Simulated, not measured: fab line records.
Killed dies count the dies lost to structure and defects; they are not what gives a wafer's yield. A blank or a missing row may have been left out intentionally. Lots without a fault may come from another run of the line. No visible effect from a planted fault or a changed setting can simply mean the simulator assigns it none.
Which of the tools did it? | flow n5 finfet | 72 wafers from 24 lots sampled at 5 of the route's 1938 steps

WHAT THE GAUGES READ, wafer by wafer
N5_BEOL_M8_CD_MEAS_28: target cd 40 nm. Usual: 40.01 nm for cd nm, sd 0.23.
lot  | measured     | on        | cd nm (nm)        | flag
L074 | day 9 12:01  | cd sem-01 | 40.07 40.12 40.09 |
L075 | day 10 08:13 | cd sem-03 | 39.94 40.18 39.89 |
L076 | day 10 12:24 | cd sem-01 | 40.10 39.84 39.48 |
L077 | day 10 19:20 | cd sem-02 | 40.15 40.20 40.32 |
L078 | day 11 01:28 | cd sem-01 | 39.94 39.74 39.96 |
L079 | day 11 12:36 | cd sem-03 | 39.53 39.96 40.06 |
L080 | day 11 21:54 | cd sem-03 | 40.06 39.72 39.86 |
L081 | day 11 22:42 | cd sem-01 | 40.38 39.98 40.26 |
L083 | day 11 23:48 | cd sem-03 | 40.03 40.34 40.46 |
L082 | day 12 05:53 | cd sem-03 | 40.28 39.85 40.23 |
L084 | day 12 05:56 | cd sem-01 | 40.48 40.38 39.91 |
L085 | day 12 17:02 | cd sem-02 | 40.14 40.03 40.10 |
L086 | day 12 17:13 | cd sem-01 | 40.15 40.41 40.16 |
L088 | day 13 15:01 | cd sem-01 | 39.91 40.12 39.97 |
L087 | day 13 23:37 | cd sem-03 | 39.91 40.10 39.90 |
L089 | day 14 02:26 | cd sem-01 | 40.02 40.53 39.70 |
L091 | day 14 05:38 | cd sem-03 | 40.12 40.46 40.19 |
L090 | day 14 05:36 | cd sem-02 | 39.75 40.04 40.08 |
L092 | day 15 01:16 | cd sem-01 | 40.28 39.99 40.13 |
L095 | day 15 09:46 | cd sem-03 | 39.93 40.24 39.75 |
L094 | day 15 10:14 | cd sem-03 | 39.75 39.79 40.29 |
L093 | day 15 10:04 | cd sem-01 | 39.90 40.08 39.78 |
L096 | day 15 11:52 | cd sem-02 | 39.97 40.34 40.14 |
L097 | day 16 13:47 | cd sem-03 | 40.13 40.40 40.08 |

N5_BEOL_M9_INSPECT_13: inspects for defects (brightfield). Usual: 420 for raw defect count, sd 91.
lot  | measured     | on                | raw defect count | flag
L074 | day 9 16:26  | defect inspect-01 | 427 632 669      |
L075 | day 10 14:02 | defect inspect-01 | 448 356 316      |
L076 | day 10 18:45 | defect inspect-01 | 483 263 439      |
L077 | day 11 02:25 | defect inspect-02 | 316 404 362      |
L078 | day 11 07:39 | defect inspect-01 | 435 429 378      |
L079 | day 11 18:10 | defect inspect-02 | 376 386 446      |
L080 | day 12 04:15 | defect inspect-02 | 371 308 341      |
L081 | day 12 04:20 | defect inspect-02 | 382 308 394      |
L083 | day 12 04:41 | defect inspect-01 | 703 476 537      |
L082 | day 12 11:35 | defect inspect-01 | 505 453 444      |
L084 | day 12 11:32 | defect inspect-01 | 271 416 337      |
L085 | day 12 23:50 | defect inspect-02 | 550 523 629      |
L086 | day 12 23:59 | defect inspect-01 | 378 485 331      |
L088 | day 13 22:08 | defect inspect-02 | 379 337 403      |
L087 | day 14 06:49 | defect inspect-01 | 370 433 423      |
L089 | day 14 08:03 | defect inspect-02 | 329 489 478      |
L091 | day 14 14:25 | defect inspect-01 | 440 371 286      |
L090 | day 14 13:58 | defect inspect-02 | 470 449 460      |
L092 | day 15 06:56 | defect inspect-01 | 537 354 283      |
L095 | day 15 16:20 | defect inspect-01 | 319 333 447      |
L094 | day 15 16:44 | defect inspect-01 | 493 462 404      |
L093 | day 15 16:30 | defect inspect-01 | 441 415 376      |
L096 | day 15 19:57 | defect inspect-01 | 249 313 268      |
L097 | day 16 19:59 | defect inspect-02 | 469 424 426      |

TOOL THAT RAN EACH LOT (tool first, then ch and the chambers of the sampled wafers, then the start)
lot  | N5_BEOL_M8_STRIP_67                | N5_BEOL_M9_ILD_DEP_00           | N5_BEOL_M9_PECVD_70
L074 | rie diel-05 ch 0,1, day 9 08:24    | pecvd-02 ch 0,2, day 9 14:57    | pecvd-02 ch 0,1,2, day 9 15:35
L075 | rie diel-03 ch 0,1, day 10 05:31   | pecvd-02 ch 0,1, day 10 12:04   | pecvd-03 ch 0,1, day 10 12:42
L076 | rie diel-05 ch 0,1,3, day 10 10:14 | pecvd-02 ch 0,1, day 10 16:35   | pecvd-04 ch 0,2, day 10 17:13
L077 | rie diel-06 ch 0,1,2, day 10 18:49 | pecvd-02 ch 0,1,2, day 11 00:32 | pecvd-02 ch 0,1,2, day 11 01:10
L078 | rie diel-06 ch 2,3, day 11 00:03   | pecvd-02 ch 0,1,2, day 11 05:22 | pecvd-03 ch 1,2, day 11 06:00
L079 | rie diel-05 ch 0,2, day 11 08:02   | pecvd-04 ch 0,2, day 11 16:26   | pecvd-03 ch 0,2, day 11 17:03
L080 | rie diel-05 ch 0,1,3, day 11 21:07 | pecvd-02 ch 0,2, day 12 01:23   | pecvd-03 ch 0,1,2, day 12 02:01
L081 | rie diel-03 ch 1,3, day 11 21:55   | pecvd-04 ch 0,2, day 12 02:33   | pecvd-03 ch 0,1,2, day 12 03:10
L083 | rie diel-03 ch 1,2,3, day 11 22:10 | pecvd-03 ch 1,2, day 12 03:14   | pecvd-03 ch 0,1, day 12 03:52
L082 | rie diel-05 ch 1,3, day 12 04:41   | pecvd-02 ch 0,1,2, day 12 09:10 | pecvd-02 ch 0,1, day 12 10:17
L084 | rie diel-05 ch 1,3, day 12 04:57   | pecvd-03 ch 0,1, day 12 09:35   | pecvd-04 ch 1,2, day 12 10:13
L085 | rie diel-05 ch 1,2,3, day 12 16:04 | pecvd-02 ch 0,2, day 12 21:41   | pecvd-04 ch 0,1, day 12 22:19
L086 | rie diel-05 ch 1,2,3, day 12 16:25 | pecvd-04 ch 0,1,2, day 12 22:14 | pecvd-03 ch 0,1,2, day 12 22:51
L088 | rie diel-05 ch 0,2,3, day 13 13:38 | pecvd-04 ch 0,1, day 13 19:34   | pecvd-04 ch 0,2, day 13 20:40
L087 | rie diel-03 ch 0,1,2, day 13 22:40 | pecvd-04 ch 0,1,2, day 14 03:22 | pecvd-04 ch 0,1,2, day 14 04:00
L089 | rie diel-03 ch 0,3, day 14 01:14   | pecvd-03 ch 1,2, day 14 05:43   | pecvd-02 ch 1,2, day 14 06:20
L091 | rie diel-06 ch 0,2, day 14 04:39   | pecvd-03 ch 1,2, day 14 09:37   | pecvd-03 ch 0,2, day 14 10:14
L090 | rie diel-03 ch 1,3, day 14 04:43   | pecvd-03 ch 0,2, day 14 09:20   | pecvd-04 ch 1,2, day 14 09:58
L092 | rie diel-05 ch 0,2,3, day 15 00:26 | pecvd-02 ch 0,2, day 15 04:44   | pecvd-02 ch 0,1, day 15 05:40
L095 | rie diel-03 ch 0,1,2, day 15 07:00 | pecvd-04 ch 0,2, day 15 13:17   | pecvd-02 ch 0,1,2, day 15 13:55
L094 | rie diel-05 ch 0,2,3, day 15 07:18 | pecvd-04 ch 0,1,2, day 15 14:39 | pecvd-03 ch 0,1, day 15 15:16
L093 | rie diel-06 ch 1,2,3, day 15 07:26 | pecvd-03 ch 0,1,2, day 15 13:35 | pecvd-03 ch 1,2, day 15 14:13
L096 | rie diel-03 ch 0,2,3, day 15 11:13 | pecvd-02 ch 0,1,2, day 15 16:32 | pecvd-02 ch 0,2, day 15 17:10
L097 | rie diel-06 ch 1,2, day 16 13:15   | pecvd-04 ch 0,1,2, day 16 18:21 | pecvd-03 ch 1,2, day 16 18:59
- N5_BEOL_M8_STRIP_67: strips in CF4.
- N5_BEOL_M9_ILD_DEP_00: deposits SiCOH lowk from DEMS/porogen, target thk 308.51 nm, time 58 s.
- N5_BEOL_M9_PECVD_70: deposits SiO2 from TEOS/O2, target thk 20 nm, time 22.7 s.

WHAT THE TOOLS THEMSELVES READ (means of the sampled wafers that have a number; where no wafer has one, the mark that the record gives instead)
N5_BEOL_M8_STRIP_67. Usual: for chamber pressure mTorr, 50.00 mTorr with a standard deviation of 0.055; for drypump motor current A, 5.8 A with a standard deviation of 0.35; for oes product au, 0.82 a.u. with a standard deviation of 0.089; for power w, 299.9 W with a standard deviation of 1; for rf vpp V, 271.3 V with a standard deviation of 2; for showerhead plenum p Torr, 1.80 Torr with a standard deviation of 0.088; for throttle valve pct, 13.54 % with a standard deviation of 0.28.
lot  | tool        | chamber pressure mTorr (mTorr) | drypump motor current A (A) | oes product au (a.u.) | power w (W) | rf vpp V (V) | showerhead plenum p Torr (Torr) | throttle valve pct (%) | flag
L074 | rie diel-05 | 49.98                          | 5.7                         | 0.70                  | 299.5       | 270.2        | 1.71                            | 13.64                  |
L075 | rie diel-03 | 50.01                          | 5.8                         | 0.83                  | 299.3       | 271.7        | 1.81                            | 13.66                  |
L076 | rie diel-05 | 49.98                          | 5.7                         | 0.78                  | 299.5       | 269.5        | 1.77                            | 13.57                  |
L077 | rie diel-06 | 50.05                          | 5.8                         | 0.86                  | 299.4       | 271.0        | 1.80                            | 13.41                  |
L078 | rie diel-06 | 50.03                          | 6.3                         | 0.91                  | 299.9       | 269.8        | 1.76                            | 13.32                  |
L079 | rie diel-05 | 50.03                          | 5.4                         | 0.83                  | 298.7       | 272.8        | 1.84                            | 13.61                  |
L080 | rie diel-05 | 50.07                          | 5.7                         | 0.76                  | 300.2       | 270.6        | 1.77                            | 13.60                  |
L081 | rie diel-03 | 50.03                          | 6.1                         | 0.79                  | 300.2       | 272.6        | 1.85                            | 13.79                  |
L083 | rie diel-03 | 49.96                          | 6.1                         | 0.78                  | 299.7       | 270.2        | 1.78                            | 13.82                  |
L082 | rie diel-05 | 49.99                          | 5.9                         | 0.76                  | 300.7       | 271.2        | 1.77                            | 13.37                  |
L084 | rie diel-05 | 50.03                          | 5.9                         | 0.76                  | 300.5       | 270.5        | 1.77                            | 13.38                  |
L085 | rie diel-05 | 49.96                          | 5.7                         | 0.82                  | 300.0       | 272.5        | 1.83                            | 13.34                  |
L086 | rie diel-05 | 49.98                          | 5.7                         | 0.82                  | 299.9       | 270.8        | 1.83                            | 13.35                  |
L088 | rie diel-05 | 50.04                          | 5.5                         | 0.90                  | 300.1       | 274.0        | 1.90                            | 13.40                  |
L087 | rie diel-03 | 49.97                          | 5.8                         | 0.84                  | 300.0       | 270.2        | 1.74                            | 13.61                  |
L089 | rie diel-03 | 49.99                          | 5.8                         | 0.87                  | 299.6       | 271.1        | 1.79                            | 13.38                  |
L091 | rie diel-06 | 49.99                          | 6.1                         | 0.84                  | 300.5       | 269.7        | 1.74                            | 13.45                  |
L090 | rie diel-03 | 50.02                          | 6.1                         | 0.78                  | 300.9       | 273.3        | 1.85                            | 13.84                  |
L092 | rie diel-05 | 50.04                          | 5.5                         | 0.87                  | 299.4       | 273.5        | 1.90                            | 13.44                  |
L095 | rie diel-03 | 49.98                          | 5.9                         | 0.81                  | 300.1       | 269.7        | 1.74                            | 13.62                  |
L094 | rie diel-05 | 49.96                          | 5.5                         | 0.88                  | 300.3       | 274.0        | 1.90                            | 13.43                  |
L093 | rie diel-06 | 49.93                          | 6.0                         | 0.83                  | 300.3       | 271.2        | 1.79                            | 13.44                  |
L096 | rie diel-03 | 49.95                          | 6.0                         | 0.79                  | 299.2       | 270.6        | 1.75                            | 13.69                  |
L097 | rie diel-06 | 49.98                          | 6.0                         | 0.84                  | 300.7       | 270.5        | 1.79                            | 13.46                  |

N5_BEOL_M9_ILD_DEP_00. Usual: heater power w 308 W, standard deviation 61; showerhead plenum p Torr 5.733 Torr, standard deviation 0.022; throttle valve pct 13.6 %, standard deviation 0.57.
lot  | tool     | heater power w (W) | showerhead plenum p Torr (Torr) | throttle valve pct (%) | flag
L074 | pecvd-02 | 293                | 5.719                           | 13.7                   |
L075 | pecvd-02 | 282                | 5.737                           | 14.0                   |
L076 | pecvd-02 | 342                | 5.749                           | 14.4                   |
L077 | pecvd-02 | 305                | 5.737                           | 13.9                   |
L078 | pecvd-02 | 311                | 5.730                           | 14.0                   |
L079 | pecvd-04 | 283                | 5.742                           | 13.3                   |
L080 | pecvd-02 | 274                | 5.724                           | 13.9                   |
L081 | pecvd-04 | 327                | 5.736                           | 13.3                   |
L083 | pecvd-03 | 275                | 5.731                           | 12.8                   |
L082 | pecvd-02 | 291                | 5.734                           | 14.0                   |
L084 | pecvd-03 | 312                | 5.755                           | 13.6                   |
L085 | pecvd-02 | 244                | 5.731                           | 13.9                   |
L086 | pecvd-04 | 325                | 5.723                           | 13.6                   |
L088 | pecvd-04 | 324                | 5.715                           | 13.7                   |
L087 | pecvd-04 | 350                | 5.731                           | 13.4                   |
L089 | pecvd-03 | 277                | 5.739                           | 13.0                   |
L091 | pecvd-03 | 265                | 5.722                           | 12.8                   |
L090 | pecvd-03 | 275                | 5.716                           | 12.8                   |
L092 | pecvd-02 | 272                | 5.741                           | 13.9                   |
L095 | pecvd-04 | 283                | 5.739                           | 13.4                   |
L094 | pecvd-04 | 320                | 5.719                           | 13.5                   |
L093 | pecvd-03 | 294                | 5.731                           | 13.2                   |
L096 | pecvd-02 | 306                | 5.730                           | 14.0                   |
L097 | pecvd-04 | 326                | 5.722                           | 13.5                   |

N5_BEOL_M9_PECVD_70. Usual: heater power w 707 W, standard deviation 110; showerhead plenum p Torr 8.76 Torr, standard deviation 0.094; throttle valve pct 21.8 %, standard deviation 0.94.
lot  | tool     | heater power w (W) | showerhead plenum p Torr (Torr) | throttle valve pct (%) | flag
L074 | pecvd-02 | 748                | 8.75                            | 22.3                   |
L075 | pecvd-03 | 679                | 8.81                            | 21.7                   |
L076 | pecvd-04 | 664                | 8.71                            | 22.1                   |
L077 | pecvd-02 | 693                | 8.74                            | 22.6                   |
L078 | pecvd-03 | 776                | 8.83                            | 21.2                   |
L079 | pecvd-03 | 551                | 8.68                            | 20.6                   |
L080 | pecvd-03 | 699                | 8.77                            | 21.1                   |
L081 | pecvd-03 | 667                | 8.78                            | 21.1                   |
L083 | pecvd-03 | 652                | 8.81                            | 21.8                   |
L082 | pecvd-02 | 734                | 8.79                            | 22.9                   |
L084 | pecvd-04 | 772                | 8.74                            | 21.2                   |
L085 | pecvd-04 | 731                | 8.70                            | 22.3                   |
L086 | pecvd-03 | 690                | 8.78                            | 21.3                   |
L088 | pecvd-04 | 688                | 8.73                            | 22.4                   |
L087 | pecvd-04 | 719                | 8.76                            | 21.7                   |
L089 | pecvd-02 | 732                | 8.77                            | 22.7                   |
L091 | pecvd-03 | 651                | 8.73                            | 21.4                   |
L090 | pecvd-04 | 834                | 8.75                            | 21.4                   |
L092 | pecvd-02 | 648                | 8.78                            | 22.6                   |
L095 | pecvd-02 | 759                | 8.77                            | 22.6                   |
L094 | pecvd-03 | 710                | 8.80                            | 21.8                   |
L093 | pecvd-03 | 685                | 8.75                            | 20.5                   |
L096 | pecvd-02 | 659                | 8.70                            | 22.6                   |
L097 | pecvd-03 | 695                | 8.83                            | 21.3                   |

THE ANSWER, worked out from the rows above alone
Rule: a lot is off if the mean of its wafers that have a number lies more than 3 standard deviations from the usual mean. A lot without any number at a reading at which 4 lots or more have one is off too. Where the step has rows for the other lots, those lots are counted as sound. First the gauges in route order, then the tools' own readings, where a lot's mean is used as printed above. At the first step where some lot is off, the reading lying furthest off is the one used; lots without a number count as furthest.
Nothing can be told from this: no lot is off at any reading shown.

WHAT THE SIMULATOR HAD PUT IN
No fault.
